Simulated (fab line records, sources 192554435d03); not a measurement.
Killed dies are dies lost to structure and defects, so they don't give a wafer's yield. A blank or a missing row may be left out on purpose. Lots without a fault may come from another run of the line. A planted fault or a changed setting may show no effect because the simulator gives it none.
Chamber matching | flow n5_finfet | N5_BEOL_M8_DESCUM_33 on rie_diel-01: 4 sister chambers
The step chemistry O2, time 7 s. 4 wafers are shown with their chamber, then 11 later ones without.

WAFERS WITH THEIR CHAMBER
wafer  | chamber | showerhead_plenum_p_Torr (Torr)
L078.4 | 0       | 2.20
L082.5 | 1       | 2.14
L084.4 | 3       | 2.03
L089.3 | 2       | 2.21

WAFERS WITHOUT THEIR CHAMBER
wafer  | showerhead_plenum_p_Torr (Torr)
L089.4 | 2.21
L089.5 | 2.03
L086.4 | 2.03
L086.5 | 2.20
L086.6 | 2.03
L090.2 | 2.19
L090.3 | 2.13
L090.4 | 2.21
L091.1 | 2.19
L091.3 | 2.13
L091.6 | 2.03

WHICH CHAMBER EACH WENT THROUGH
wafer  | from the rows above     | in truth
L089.4 | can't be placed: 2 or 0 | 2
L089.5 | 3                       | 3
L086.4 | 3                       | 3
L086.5 | can't be placed: 0 or 2 | 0
L086.6 | 3                       | 3
L090.2 | can't be placed: 0 or 2 | 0
L090.3 | 1                       | 1
L090.4 | can't be placed: 2 or 0 | 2
L091.1 | can't be placed: 0 or 2 | 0
L091.3 | 1                       | 1
L091.6 | 3                       | 3
Placed correctly: 6 of 11. Can't be placed from these rows: 5 (the true chamber is among the candidates in 5). Placed wrongly: 0.
How it was worked out, from the rows above alone: a wafer's distance from a chamber is the root of the sum, over the readings, of the square of ((its reading less the chamber's mean) divided by the reading's scatter). The wafer belongs to the nearest chamber; if the next one is less than 2 further off, it can't be placed. A chamber's mean is the mean of its shown wafers. The scatter: with one shown wafer a chamber, the root of the mean of the squares of how far each hidden wafer lies from its nearest shown one.
